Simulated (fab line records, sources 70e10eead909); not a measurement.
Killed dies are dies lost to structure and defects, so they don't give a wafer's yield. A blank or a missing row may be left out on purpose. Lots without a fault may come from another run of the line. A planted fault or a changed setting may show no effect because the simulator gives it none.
fab line records | flow nand_harc
record lots=7 wafers=20 last_day=24
route steps=1159 shown A_ONON_D1@426 END@1159
lots that met no fault: from a run of the same line without faults
start_h: hours from the record's first day to the start of the lot's first wafer shown | wait_h: hours since the lot's step before | " the same as in the row above | L1.1+2: a row that stands for several wafers | - no value, or no start given | * or withheld: withheld | < > ~ a bound
route shown NAME@n: a module of which the file shows steps, and the number in the route of the first | usual: mean/standard deviation of fault-free wafers | same: alike in all rows | chamber/n: place in a boat | sites: the reading at each site | _std_site: their standard deviation | _edge_site: outer sites' mean less inner sites' | radius_mm: how far each site lies from the wafer's centre | mask NAME#n: copy n | behind: the tool/chamber that last shaped the wafer | hold: why the lot was held/for how many hours/how that ended | device: the transistor (n, p or np) that didn't switch | end of line: the same wafers' tests at the end of the route | a step without rows: its recipe alone | killed: dies lost to structure and defects at the first sort, not the wafer's yield | map: a wafer's dies, x killed, . not, _ none there
set.NAME: the setting as run; set.NAME@STEP: as run at that earlier step | model.NAME: the simulator's own value behind a step, which no gauge read
lots at some steps of the route; a table a step, a row a wafer
services: from which hour (start_h, from the record's first day; less than 0 if before it) a tool's chamber was out of use, for how many hours, and why
## steps
# step NHARC_A_ONON_D1_DEP_03
# recipe target_thk_a=10000 n2_flow_sccm=2750 n2o_flow_sccm=2000 nh3_flow_sccm=500 sih4_flow_sccm=210 temp_c=400
# step NHARC_A_ONON_D1_THK_MEAS_05
# recipe thk_meas_gauge=ellipsometry
# usual thk_nm=1000/9.8
# columns lot.wafer tool chamber start_h wait_h thk_nm
L867.1 film_metro-02 - 212.82 - 1006
L867.3 " - " " 1007
L867.4 " - " " 1006
L871.5 film_metro-01 - 237.50 - 1009
L871.6 " - " " 1009
L873.1 film_metro-02 - 241.53 - 997
L873.2 " - " " 997
L873.4 " - " " 996
L874.2 film_metro-01 - 251.02 - 1011
L874.3 " - " " 1012
L874.5 " - " " 1011
L879.1 film_metro-02 - 271.22 - 996
L879.5 " - " " 995
L879.6 " - " " 996
L880.3 film_metro-02 - 280.90 - 980
L880.4 " - " " 981
L880.5 " - " " 981
L881.1 film_metro-02 - 289.26 - 988
L881.2 " - " " 990
L881.3 " - " " 987
# step NHARC_A_ONON_D1_DEP_06
# recipe target_thk_a=10000 n2_flow_sccm=2750 n2o_flow_sccm=2000 nh3_flow_sccm=500 sih4_flow_sccm=210 temp_c=400
# step NHARC_A_ONON_D1_THK_MEAS_08
# recipe thk_meas_gauge=ellipsometry
# usual thk_nm=1002/10
# columns lot.wafer tool chamber start_h wait_h thk_nm
L867.1 film_metro-01 - 213.38 - 979
L867.3 " - " " 977
L867.4 " - " " 979
L871.5 film_metro-02 - 238.06 - 993
L871.6 " - " " 993
L873.1 film_metro-01 - 242.10 - 1001
L873.2 " - " " 1004
L873.4 " - " " 1002
L874.2 film_metro-02 - 251.59 - 1001
L874.3 " - " " 1002
L874.5 " - " " 1001
L879.1 film_metro-02 - 271.79 - 1012
L879.5 " - " " 1011
L879.6 " - " " 1012
L880.3 film_metro-01 - 281.47 - 1008
L880.4 " - " " 1008
L880.5 " - " " 1008
L881.1 film_metro-01 - 289.83 - 1011
L881.2 " - " " 1010
L881.3 " - " " 1008
# step NHARC_A_ONON_D1_DEP_09
# recipe target_thk_a=10000 n2_flow_sccm=2750 n2o_flow_sccm=2000 nh3_flow_sccm=500 sih4_flow_sccm=210 temp_c=400
# step NHARC_A_ONON_D1_THK_MEAS_11
# recipe thk_meas_gauge=ellipsometry
# usual thk_nm=998/13
# columns lot.wafer tool chamber start_h wait_h thk_nm
L867.1 film_metro-02 - 213.95 - 1015
L867.3 " - " " 1015
L867.4 " - " " 1014
L871.5 film_metro-02 - 238.63 - 1017
L871.6 " - " " 1015
L873.1 film_metro-01 - 242.66 - 984
L873.2 " - " " 985
L873.4 " - " " 981
L874.2 film_metro-02 - 252.16 - 1003
L874.3 " - " " 1003
L874.5 " - " " 1002
L879.1 film_metro-02 - 272.35 - 998
L879.5 " - " " 997
L879.6 " - " " 997
L880.3 film_metro-02 - 282.04 - 1021
L880.4 " - " " 1020
L880.5 " - " " 1020
L881.1 film_metro-02 - 290.40 - 993
L881.2 " - " " 991
L881.3 " - " " 990
# step NHARC_A_ONON_D1_DEP_12
# recipe target_thk_a=10000 n2_flow_sccm=2750 n2o_flow_sccm=2000 nh3_flow_sccm=500 sih4_flow_sccm=210 temp_c=400
# step NHARC_A_ONON_D1_THK_MEAS_14
# recipe thk_meas_gauge=ellipsometry
# usual thk_nm=999/12
# columns lot.wafer tool chamber start_h wait_h thk_nm
L867.1 film_metro-02 - 214.51 - 997
L867.3 " - " " 994
L867.4 " - " " 995
L871.5 film_metro-01 - 239.21 - 1030
L871.6 " - " " 1029
L873.1 film_metro-02 - 243.24 - 996
L873.2 " - " " 997
L873.4 " - " " 995
L874.2 film_metro-02 - 252.73 - 990
L874.3 " - " " 990
L874.5 " - " " 991
L879.1 film_metro-01 - 272.93 - 995
L879.5 " - " " 995
L879.6 " - " " 995
L880.3 film_metro-01 - 282.64 - 997
L880.4 " - " " 996
L880.5 " - " " 995
L881.1 film_metro-01 - 290.97 - 1004
L881.2 " - " " 1006
L881.3 " - " " 1005
# step NHARC_A_ONON_D1_ANNEAL_15
# recipe temp_c=750 time_s=3600
# step NHARC_A_ONON_D1_DEP_16
# recipe target_thk_a=10000 n2_flow_sccm=2750 n2o_flow_sccm=2000 nh3_flow_sccm=500 sih4_flow_sccm=210 temp_c=400
# step NHARC_A_ONON_D1_THK_MEAS_18
# recipe thk_meas_gauge=ellipsometry
# usual thk_nm=1001/8.7
# columns lot.wafer tool chamber start_h wait_h thk_nm
L867.1 film_metro-02 - 221.64 - 994
L867.3 " - " " 996
L867.4 " - " " 995
L871.5 film_metro-01 - 246.28 - 1004
L871.6 " - " " 1004
L873.1 film_metro-01 - 250.31 - 996
L873.2 " - " " 995
L873.4 " - " " 996
L874.2 film_metro-02 - 260.24 - 993
L874.3 " - " " 994
L874.5 " - " " 994
L879.1 film_metro-02 - 281.28 - 995
L879.5 " - " " 995
L879.6 " - " " 996
L880.3 film_metro-02 - 289.81 - 1000
L880.4 " - " " 1001
L880.5 " - " " 1000
L881.1 film_metro-02 - 298.13 - 1007
L881.2 " - " " 1005
L881.3 " - " " 1006
# step NHARC_A_ONON_D1_DEP_19
# recipe target_thk_a=10000 n2_flow_sccm=2750 n2o_flow_sccm=2000 nh3_flow_sccm=500 sih4_flow_sccm=210 temp_c=400
# columns lot.wafer tool chamber start_h wait_h
L867.1+3+4 pecvd_onon-02 0 221.69 0.1
L871.5+6 pecvd_onon-02 0 246.57 0.3
L873.1+2+4 pecvd_onon-02 0 250.37 0.1
L874.2+3+5 pecvd_onon-02 0 260.35 0.1
L879.1+5+6 pecvd_onon-03 0 281.43 0.2
L880.3+4+5 pecvd_onon-04 0 289.98 0.2
L881.1+2+3 pecvd_onon-04 0 298.18 0.1
# step NHARC_A_ONON_D1_THK_MEAS_21
# recipe thk_meas_gauge=ellipsometry
# usual thk_nm=1003/9.5
# columns lot.wafer tool chamber start_h wait_h thk_nm
L867.1 film_metro-02 - 222.21 - 990
L867.3 " - " " 988
L867.4 " - " " 988
L871.5 film_metro-02 - 246.85 - 999
L871.6 " - " " 1906
L873.1 film_metro-02 - 250.88 - 1011
L873.2 " - " " 1915
L873.4 " - " " 1010
L874.2 film_metro-01 - 260.80 - 1919
L874.3 " - " " 1015
L874.5 " - " " 1014
L879.1 film_metro-01 - 281.94 - 1013
L879.5 " - " " 1013
L879.6 " - " " 1012
L880.3 film_metro-01 - 290.37 - 1009
L880.4 " - " " 1009
L880.5 " - " " 1009
L881.1 film_metro-02 - 298.70 - 1013
L881.2 " - " " 1013
L881.3 " - " " 1012
# step NHARC_A_ONON_D1_DEP_22
# recipe target_thk_a=10000 n2_flow_sccm=2750 n2o_flow_sccm=2000 nh3_flow_sccm=500 sih4_flow_sccm=210 temp_c=400
# step NHARC_END_SORT_01
# recipe temp_c=25
# usual killed_at_array=29/11 killed_at_other=0.5/0.8 killed_at_periphery=3.5/2.8 killed_dies=33/12 killed_open=3.1/1.8 killed_short=1.8/1.4
# same gross_dies=677
# columns lot.wafer tool chamber start_h wait_h killed_at_array killed_at_other killed_at_periphery killed_dies killed_open killed_short
L871.6 prober-02 0 516.36 4.0 675 1 1 677 1 0
L873.1 prober-01 0 521.78 2.5 15 0 4 19 1 2
L873.2 prober-01 0 522.58 2.8 673 0 4 677 4 1
L873.4 prober-01 0 524.18 3.4 14 0 5 19 2 1
L874.2 prober-02 0 551.22 2.8 677 0 0 677 5 0
# killed by level:class
L871.6 A_ONON_D1:area_dep=635 A_SLIT:chamber_film_flake=19 A_CHANNEL_HOLE_D1:chamber_film_flake=6 A_CONTACT:chamber_film_flake=6 A_STAIRCASE:chamber_film_flake=5 A_M1:chamber_film_flake=4 P_STI:geometric_particle:open=1 THIN_TSV:chamber_film_flake=1
L873.1 A_CONTACT:chamber_film_flake=5 A_CHANNEL_HOLE_D1:chamber_film_flake=4 P_BONDPAD:chamber_film_flake=3 A_STAIRCASE:chamber_film_flake=2 A_WL_FILL:geometric_particle:short=1 A_CONTACT:geometric_particle:short=1 A_M1:geometric_particle:open=1 P_GATE:chamber_film_flake=1
L873.2 A_ONON_D1:area_dep=645 A_CHANNEL_HOLE_D1:chamber_film_flake=8 A_STAIRCASE:chamber_film_flake=8 A_CONTACT:chamber_film_flake=6 A_CHANNEL_FILL_D1:chamber_film_flake=2 P_GATE:geometric_particle:open=1 P_M2:geometric_particle:open=1 A_ONON_D1:geometric_particle:open=1
L873.4 A_CHANNEL_HOLE_D1:chamber_film_flake=6 P_STI:chamber_film_flake=2 A_CHANNEL_FILL_D1:chamber_film_flake=2 A_STAIRCASE:chamber_film_flake=2 A_CONTACT:chamber_film_flake=2 P_M0:geometric_particle:open=1 P_M0:geometric_particle:short=1 A_WL_FILL:geometric_particle:open=1
L874.2 A_ONON_D1:area_dep=637 A_SLIT:chamber_film_flake=17 A_CHANNEL_HOLE_D1:chamber_film_flake=8 A_CHANNEL_FILL_D1:chamber_film_flake=3 A_STAIRCASE:chamber_film_flake=3 A_BLC:geometric_particle:open=2 A_M0:geometric_particle:open=2 A_ZERO_WELL:chamber_film_flake=2
# map L871.6 (x killed, . not)
____________x____________
_________xxxxxxx_________
_______xxxxxxxxxxx_______
______xxxxxxxxxxxxx______
_____xxxxxxxxxxxxxxx_____
____xxxxxxxxxxxxxxxxx____
____xxxxxxxxxxxxxxxxx____
___xxxxxxxxxxxxxxxxxxx___
___xxxxxxxxxxxxxxxxxxx___
__xxxxxxxxxxxxxxxxxxxxx__
__xxxxxxxxxxxxxxxxxxxxx__
_xxxxxxxxxxxxxxxxxxxxxxx_
_xxxxxxxxxxxxxxxxxxxxxxx_
_xxxxxxxxxxxxxxxxxxxxxxx_
_xxxxxxxxxxxxxxxxxxxxxxx_
_xxxxxxxxxxxxxxxxxxxxxxx_
xxxxxxxxxxxxxxxxxxxxxxxxx
xxxxxxxxxxxxxxxxxxxxxxxxx
xxxxxxxxxxxxxxxxxxxxxxxxx
xxxxxxxxxxxxxxxxxxxxxxxxx
xxxxxxxxxxxxxxxxxxxxxxxxx
_xxxxxxxxxxxxxxxxxxxxxxx_
_xxxxxxxxxxxxxxxxxxxxxxx_
_xxxxxxxxxxxxxxxxxxxxxxx_
_xxxxxxxxxxxxxxxxxxxxxxx_
_xxxxxxxxxxxxxxxxxxxxxxx_
__xxxxxxxxxxxxxxxxxxxxx__
__xxxxxxxxxxxxxxxxxxxxx__
___xxxxxxxxxxxxxxxxxxx___
___xxxxxxxxxxxxxxxxxxx___
____xxxxxxxxxxxxxxxxx____
____xxxxxxxxxxxxxxxxx____
_____xxxxxxxxxxxxxxx_____
______xxxxxxxxxxxxx______
_______xxxxxxxxxxx_______
_________xxxxxxx_________
____________x____________
# map L873.2 (x killed, . not)
____________x____________
_________xxxxxxx_________
_______xxxxxxxxxxx_______
______xxxxxxxxxxxxx______
_____xxxxxxxxxxxxxxx_____
____xxxxxxxxxxxxxxxxx____
____xxxxxxxxxxxxxxxxx____
___xxxxxxxxxxxxxxxxxxx___
___xxxxxxxxxxxxxxxxxxx___
__xxxxxxxxxxxxxxxxxxxxx__
__xxxxxxxxxxxxxxxxxxxxx__
_xxxxxxxxxxxxxxxxxxxxxxx_
_xxxxxxxxxxxxxxxxxxxxxxx_
_xxxxxxxxxxxxxxxxxxxxxxx_
_xxxxxxxxxxxxxxxxxxxxxxx_
_xxxxxxxxxxxxxxxxxxxxxxx_
xxxxxxxxxxxxxxxxxxxxxxxxx
xxxxxxxxxxxxxxxxxxxxxxxxx
xxxxxxxxxxxxxxxxxxxxxxxxx
xxxxxxxxxxxxxxxxxxxxxxxxx
xxxxxxxxxxxxxxxxxxxxxxxxx
_xxxxxxxxxxxxxxxxxxxxxxx_
_xxxxxxxxxxxxxxxxxxxxxxx_
_xxxxxxxxxxxxxxxxxxxxxxx_
_xxxxxxxxxxxxxxxxxxxxxxx_
_xxxxxxxxxxxxxxxxxxxxxxx_
__xxxxxxxxxxxxxxxxxxxxx__
__xxxxxxxxxxxxxxxxxxxxx__
___xxxxxxxxxxxxxxxxxxx___
___xxxxxxxxxxxxxxxxxxx___
____xxxxxxxxxxxxxxxxx____
____xxxxxxxxxxxxxxxxx____
_____xxxxxxxxxxxxxxx_____
______xxxxxxxxxxxxx______
_______xxxxxxxxxxx_______
_________xxxxxxx_________
____________x____________
## services
# columns tool chamber start_h hours kind
pecvd_onon-04 - 220.87 1.0 repair
pecvd_onon-04 - 237.00 13.0 pm
pecvd_onon-02 - 289.71 1.1 repair
pecvd_onon-02 - 292.21 13.0 pm
## key
first_sign step=NHARC_A_ONON_D1_THK_MEAS_21 reading=thk_nm direction=up sigmas=96 usual=1003 struck=1913
effect step=NHARC_END_SORT_01 reading=killed_at_array direction=up sigmas=57 usual=29 struck=675
more_kills_born_at NHARC_A_ONON_D1_DEP_19@pecvd_onon-02=1917
met_at NHARC_A_ONON_D1_DEP_19
struck_wafers L871.6,L873.2,L874.2
later_rows_left_out L871.6,L873.2,L874.2
tester_left_out L871,L873,L874
onset_between 221.69 246.57
fault kind=process_parameter_drift tool=pecvd_onon-02 chamber=- onset_h=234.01 steps=NHARC_A_ONON_D1_DEP_19 channel=target_thk_a offset=* shape=step end_h=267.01 scope=struck_wafers_only acts_in=* stated=*
# tester_left_out: of these lots the tester's yield and bins aren't shown, on N5 and GAA mostly nor the transistor test; their killed dies are dies lost to structure and defects alone, not to doping, threshold or leakage, so they don't give the yield
# later_rows_left_out: the simulator's readings of these wafers behind a module that went badly wrong aren't trusted and aren't shown, but for the sort
